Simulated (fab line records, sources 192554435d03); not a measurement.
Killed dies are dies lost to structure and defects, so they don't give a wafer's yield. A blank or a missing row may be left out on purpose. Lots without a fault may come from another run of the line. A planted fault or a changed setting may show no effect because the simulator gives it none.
fab line records | flow n5_finfet
record lots=11 wafers=32 last_day=18
route steps=1938 shown BEOL_M15@1819 PASS1_DEP@1831 MIM_BOT@1833
lots that met no fault: from a run of the same line without faults
start_h: hours from the record's first day to the start of the lot's first wafer shown | wait_h: hours since the lot's step before | " the same as in the row above | L1.1+2: a row that stands for several wafers | - no value, or no start given | * or withheld: withheld | < > ~ a bound
route shown NAME@n: a module of which the file shows steps, and the number in the route of the first | usual: mean/standard deviation of fault-free wafers | same: alike in all rows | chamber/n: place in a boat | sites: the reading at each site | _std_site: their standard deviation | _edge_site: outer sites' mean less inner sites' | radius_mm: how far each site lies from the wafer's centre | mask NAME#n: copy n | behind: the tool/chamber that last shaped the wafer | hold: why the lot was held/for how many hours/how that ended | device: the transistor (n, p or np) that didn't switch | end of line: the same wafers' tests at the end of the route | a step without rows: its recipe alone | killed: dies lost to structure and defects at the first sort, not the wafer's yield | map: a wafer's dies, x killed, . not, _ none there
set.NAME: the setting as run; set.NAME@STEP: as run at that earlier step | model.NAME: the simulator's own value behind a step, which no gauge read
steps of the route over a sample of lots; a table a step, a row a wafer
services: from which hour (start_h, from the record's first day; less than 0 if before it) a tool's chamber was out of use, for how many hours, and why
## steps
# step N5_BEOL_M15_SPUTTER_43
# recipe material=TaN target_thk_a=150 temp_c=50 bias_v=168.6 power_w=15000 chamber_pressure_pa=0.12 time_s=24.19
# usual throttle_valve_pct=30.2/1.1
# columns lot.wafer tool chamber start_h wait_h throttle_valve_pct
L823.1 pvd_sputter-03 - 258.45 0.0 29.4
L823.3 " - " " 31.1
L823.6 " - " " 31.5
L824.3 pvd_sputter-02 - 262.35 0.0 30.9
L824.4 " - " " 31.4
L824.6 " - " " 31.4
L825.1 pvd_sputter-03 - 273.57 0.0 31.4
L825.2 " - " " 31.4
L825.6 " - " " 31.4
L826.3 pvd_sputter-02 - 274.06 0.0 31.2
L826.4 " - " " 30.9
L826.5 " - " " 30.7
L828.2 pvd_sputter-01 - 279.93 0.0 28.4
L828.3 " - " " 28.8
L828.5 " - " " 29.0
L834.3 pvd_sputter-01 - 318.95 0.0 28.7
L834.5 " - " " 29.5
L839.3 pvd_sputter-02 - 339.08 0.0 30.8
L839.4 " - " " 31.3
L839.5 " - " " 30.9
L840.4 pvd_sputter-03 - 381.17 0.0 29.3
L840.5 " - " " 31.5
L840.6 " - " " 31.5
L845.2 pvd_sputter-03 - 393.37 0.0 29.5
L845.3 " - " " 31.3
L845.5 " - " " 31.8
L843.2 pvd_sputter-03 - 396.47 0.0 29.3
L843.3 " - " " 28.9
L843.6 " - " " 31.6
L844.3 pvd_sputter-01 - 418.25 0.0 29.5
L844.4 " - " " 31.3
L844.5 " - " " 28.7
# step N5_BEOL_M15_CMP_49
# recipe stop_on=SiO2 t_overpolish_s=4.9 down_force_psi=2 platen_rpm=80 clearing_platen_down_force_psi=2 clearing_platen_rpm=80 post_cmp_clean=cu_alkaline target_thk_nm=850 clearing_platen_pad_velocity_m_s=1.5917 pad_velocity_m_s=1.5917
# usual barrier_field_endpoint_s=11.34/0.25 edge_zone_pressure_frac=1.000/0.005 motor_current_A=8.0/0.66
# columns lot.wafer tool chamber start_h wait_h barrier_field_endpoint_s edge_zone_pressure_frac motor_current_A
L823.3 cmp-01 2 259.40 0.2 11.76 1.009 8.2
L823.1 " 3 " " 11.53 1.004 8.8
L823.6 " 1 " " 11.54 1.001 8.2
L824.4 cmp-04 3 263.21 0.2 11.70 1.009 8.4
L824.3 " 1 " " 11.43 0.997 6.9
L824.6 " 3 " " 11.55 1.011 8.5
L825.1 cmp-01 1 275.64 0.3 11.51 0.995 8.0
L825.2 " 2 " " 11.50 1.002 8.7
L825.6 " 3 " " 11.20 1.004 9.2
L826.4 cmp-02 0 276.69 0.1 11.27 1.006 8.3
L826.3 " 2 " " 10.69 0.999 8.4
L826.5 " 0 " " 11.16 1.010 8.3
L828.2 cmp-04 2 280.79 0.2 11.26 0.988 7.3
L828.3 " 0 " " 11.23 1.010 7.8
L828.5 " 2 " " 11.69 0.991 7.4
L834.3 cmp-01 3 319.84 0.2 13.82 1.007 8.6
L834.5 " 1 " " 13.60 0.993 8.4
L839.4 cmp-04 2 339.94 0.2 11.05 1.006 7.2
L839.3 " 3 " " 11.15 1.000 8.6
L839.5 " 1 " " 11.03 1.006 7.0
L840.4 cmp-04 0 382.32 0.1 11.83 1.002 7.2
L840.6 " 0 " " 11.45 0.989 7.7
L840.5 " 1 " " 11.60 0.997 6.9
L845.2 cmp-04 0 394.28 0.2 11.02 1.004 7.1
L845.3 " 2 " " 10.96 1.000 7.2
L845.5 " 3 " " 10.80 0.999 8.7
L843.3 cmp-01 0 397.29 0.2 11.65 0.998 8.1
L843.2 " 1 " " 11.34 0.996 8.5
L843.6 " 1 " " 11.65 1.005 8.1
L844.4 cmp-01 3 419.10 0.2 11.41 1.004 8.4
L844.3 " 0 " " 11.07 0.999 8.0
L844.5 " 3 " " 11.12 0.998 9.2
# step N5_BEOL_M15_DEP_53
# recipe material=SiCN target_thk_a=500 temp_c=withheld precursor=3MS/NH3 pressure_torr=3 rf_w=675 time_s=17.8
# usual showerhead_plenum_p_Torr=4.164/0.024 throttle_valve_pct=18.5/1.1
# columns lot.wafer tool chamber start_h wait_h showerhead_plenum_p_Torr throttle_valve_pct
L823.1 pecvd-02 2 259.68 0.0 4.162 17.2
L823.3 " 1 " " 4.155 20.0
L823.6 " 2 " " 4.166 17.3
L824.3 pecvd-02 0 263.53 0.0 4.192 18.9
L824.4 " 1 " " 4.150 20.1
L824.6 " 2 " " 4.159 17.5
L825.1 pecvd-01 1 275.92 0.0 4.209 19.7
L825.2 " 2 " " 4.136 17.4
L825.6 " 1 " " 4.207 19.3
L826.3 pecvd-01 0 277.05 0.0 4.162 17.4
L826.4 " 0 " " 4.166 17.5
L826.5 " 1 " " 4.209 19.3
L828.2 pecvd-03 0 281.10 0.0 4.168 18.3
L828.3 " 1 " " 4.172 20.0
L828.5 " 0 " " 4.155 18.4
L834.3 pecvd-02 0 320.13 0.0 4.187 18.9
L834.5 " 1 " " 4.150 19.9
L839.3 pecvd-01 1 340.25 0.0 4.207 19.6
L839.4 " 2 " " 4.120 17.7
L839.5 " 1 " " 4.210 19.3
L840.4 pecvd-01 0 382.69 0.0 4.166 17.6
L840.5 " 2 " " 4.122 18.0
L840.6 " 1 " " 4.204 19.6
L845.2 pecvd-02 2 394.60 0.0 4.146 17.7
L845.3 " 0 " " 4.192 18.7
L845.5 " 1 " " 4.155 20.0
L843.2 pecvd-03 2 397.66 0.0 4.137 17.6
L843.3 " 2 " " 4.141 17.3
L843.6 " 0 " " 4.154 18.3
L844.3 pecvd-01 2 419.42 0.0 4.137 17.8
L844.4 " 2 " " 4.119 17.9
L844.5 " 1 " " 4.214 19.5
# step N5_PASSIVATION_PECVD_00
# recipe material=SiO2 target_thk_a=2000 temp_c=400 precursor=SiH4/N2O pressure_torr=2.7 rf_w=608 time_s=11.2
# usual heater_power_w=620/84 showerhead_plenum_p_Torr=8.17/0.11 throttle_valve_pct=51/3.1
# columns lot.wafer tool chamber start_h wait_h heater_power_w showerhead_plenum_p_Torr throttle_valve_pct
L823.1 pecvd-04 2 260.76 0.8 548 8.24 47
L823.3 " 1 " " 519 7.98 50
L823.6 " 0 " " 556 8.17 48
L824.3 pecvd-04 0 264.61 0.5 562 8.19 49
L824.4 " 2 " " 620 8.24 48
L824.6 " 0 " " 554 8.18 49
L825.1 pecvd-02 2 277.00 0.8 617 8.16 50
L825.2 " 1 " " 633 8.13 57
L825.6 " 1 " " 638 8.11 57
L826.3 pecvd-02 2 278.13 0.5 559 8.14 50
L826.4 " 2 " " 584 8.15 50
L826.5 " 1 " " 581 8.12 57
L828.2 pecvd-04 2 282.19 0.7 613 8.25 48
L828.3 " 0 " " 501 8.20 49
L828.5 " 2 " " 636 8.23 48
L834.3 pecvd-04 1 321.21 0.5 632 8.02 50
L834.5 " 2 " " 620 8.25 48
L839.3 pecvd-01 1 341.34 0.5 957 8.40 56
L839.4 " 2 " " 783 8.01 50
L839.5 " 1 " " 781 8.41 56
L840.4 pecvd-04 0 383.78 0.4 545 8.22 49
L840.5 " 1 " " 575 8.02 50
L840.6 " 2 " " 590 8.23 48
L845.2 pecvd-02 0 395.68 0.7 641 8.30 54
L845.3 " 2 " " 691 8.16 51
L845.5 " 0 " " 653 8.31 54
L843.2 pecvd-01 0 398.76 0.7 640 8.23 50
L843.3 " 2 " " 765 7.99 51
L843.6 " 1 " " 862 8.41 56
L844.3 pecvd-04 0 420.50 0.5 501 8.20 49
L844.4 " 2 " " 619 8.24 48
L844.5 " 0 " " 499 8.19 49
# step N5_MIM_BOT_SPUTTER_00
# recipe material=TiN target_thk_a=350 temp_c=200 power_w=3000 chamber_pressure_pa=0.49996 gas=Ar reactive_partial_pa=0.37997 time_s=89.7
# usual throttle_valve_pct=30.2/1.1
# columns lot.wafer tool chamber start_h wait_h throttle_valve_pct
L823.1 pvd_sputter-03 - 261.23 0.0 29.4
L823.3 " - " " 31.1
L823.6 " - " " 31.5
L824.3 pvd_sputter-03 - 265.15 0.0 29.1
L824.4 " - " " 29.0
L824.6 " - " " 31.5
L825.1 pvd_sputter-01 - 279.07 0.0 28.8
L825.2 " - " " 28.9
L825.6 " - " " 29.1
L826.3 pvd_sputter-03 - 279.41 0.0 31.3
L826.4 " - " " 28.9
L826.5 " - " " 31.6
L828.2 pvd_sputter-02 - 282.52 0.0 31.2
L828.3 " - " " 30.8
L828.5 " - " " 31.2
L834.3 pvd_sputter-02 - 322.87 0.0 31.3
L834.5 " - " " 31.2
L839.3 pvd_sputter-02 - 342.05 0.0 29.7
L839.4 " - " " 31.2
L839.5 " - " " 31.0
L840.4 pvd_sputter-03 - 385.23 0.0 31.5
L840.5 " - " " 31.7
L840.6 " - " " 28.9
L845.2 pvd_sputter-02 - 396.30 0.0 31.1
L845.3 " - " " 31.0
L845.5 " - " " 31.4
L843.2 pvd_sputter-03 - 400.89 0.0 31.3
L843.3 " - " " 29.2
L843.6 " - " " 31.6
L844.3 pvd_sputter-03 - 421.76 0.0 31.7
L844.4 " - " " 28.9
L844.5 " - " " 28.8
## services
# columns tool chamber start_h hours kind
cmp-02 - 241.21 2.3 repair
cmp-01 - 244.66 2.3 repair
cmp-04 - 247.05 0.4 repair
pecvd-03 - 252.74 1.0 repair
cmp-04 - 267.62 0.9 repair
cmp-04 - 274.84 1.9 repair
cmp-02 - 277.63 3.8 repair
cmp-04 - 296.20 0.9 repair
cmp-04 - 297.43 2.3 repair
pecvd-01 2 307.36 4.2 repair
cmp-04 - 343.87 1.0 repair
cmp-04 - 344.93 3.2 repair
cmp-01 - 346.41 1.1 repair
pecvd-02 2 356.25 2.6 repair
cmp-04 - 359.50 0.2 repair
cmp-04 - 361.10 0.4 repair
pecvd-01 1 374.05 3.0 repair
cmp-01 - 379.51 5.7 pm
cmp-04 - 383.43 4.0 pm
pecvd-03 - 385.80 11.6 repair
pvd_sputter-01 - 389.72 7.3 repair
pecvd-04 - 399.53 2.8 pm
cmp-01 - 405.65 2.4 repair
cmp-01 - 419.54 1.2 repair
## key
first_sign step=N5_BEOL_M15_CMP_49 reading=barrier_field_endpoint_s direction=up sigmas=9.6 usual=11.34 struck=13.71
effect none on later readings
met_at N5_BEOL_M15_SPUTTER_43
struck_lots L834
struck_wafers L834.3,L834.5
not_acting_at N5_BEOL_M15_DEP_53,N5_PASSIVATION_PECVD_00,N5_MIM_BOT_SPUTTER_00
onset_between 279.93 318.95
fault kind=process_parameter_drift tool=pvd_sputter-01 chamber=- onset_h=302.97 steps=N5_BEOL_M15_SPUTTER_43 channel=time_s offset=* shape=step end_h=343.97 scope=struck_wafers_only acts_in=* stated=*
